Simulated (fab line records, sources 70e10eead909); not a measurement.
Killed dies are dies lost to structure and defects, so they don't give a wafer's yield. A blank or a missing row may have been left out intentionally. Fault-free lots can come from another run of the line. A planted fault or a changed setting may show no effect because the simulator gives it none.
Matching of chambers + flow nand-harc + 3 sister chambers for NHARC_P_M0_DEP_00 on pecvd-04
The step deposits SiOC, target thk 150 nm. 16 wafers are shown with their chamber, then 8 later ones without.

## WAFERS, EACH WITH ITS CHAMBER
| wafer  | chamber | showerhead-vpp-V (V) |
|--------|---------|----------------------|
| L414.2 | 1       | 1575                 |
| L414.3 | 0       | 1641                 |
| L414.4 | 1       | 1542                 |
| L416.1 | 1       | 1560                 |
| L416.2 | 2       | 1637                 |
| L416.6 | 0       | 1680                 |
| L417.2 | 2       | 1685                 |
| L417.5 | 0       | 1647                 |
| L417.6 | 2       | 1654                 |
| L418.1 | 1       | 1535                 |
| L418.2 | 0       | 1656                 |
| L418.4 | 1       | 1532                 |
| L422.1 | 0       | 1643                 |
| L422.4 | 1       | 1517                 |
| L422.6 | 0       | 1662                 |
| L421.1 | 1       | 1556                 |

SIGNATURES, as means of the wafers listed above
| reading          | chamber 0 | chamber 1 | chamber 2 | scatter within a chamber |
|------------------|-----------|-----------|-----------|--------------------------|
| showerhead-vpp-V | 1654.83   | 1545.29   | 1658.67   | 18.8                     |
Rule: a wafer lies at a distance from a chamber equal to the root of the sum of squares, over the readings, of (its reading less the chamber's mean, divided by the reading's scatter). If the next closest chamber is less than 2 further off than the closest, the wafer can't be placed; otherwise it belongs to the closest. The scatter: the root of (the sum of the squares of (reading less its chamber's mean) over the shown wafers, divided by (wafers less chambers)).

## WAFERS MISSING THEIR CHAMBER
| wafer  | showerhead-vpp-V (V) |
|--------|----------------------|
| L421.2 | 1635                 |
| L421.4 | 1544                 |
| L423.1 | 1637                 |
| L423.2 | 1556                 |
| L423.5 | 1648                 |
| L424.1 | 1675                 |
| L424.2 | 1649                 |
| L424.5 | 1673                 |

## CHAMBER TAKEN BY EACH
| wafer  | from the rows above     | in truth |
|--------|-------------------------|----------|
| L421.2 | can't be placed: 0 or 2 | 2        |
| L421.4 | 1                       | 1        |
| L423.1 | can't be placed: 0 or 2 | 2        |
| L423.2 | 1                       | 1        |
| L423.5 | can't be placed: 0 or 2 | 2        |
| L424.1 | can't be placed: 2 or 0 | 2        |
| L424.2 | can't be placed: 0 or 2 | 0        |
| L424.5 | can't be placed: 2 or 0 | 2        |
Correctly placed: 2 of 8. Cannot be placed on the basis of these rows: 6; the candidates contain the true chamber in 6. Placed wrongly: 0.
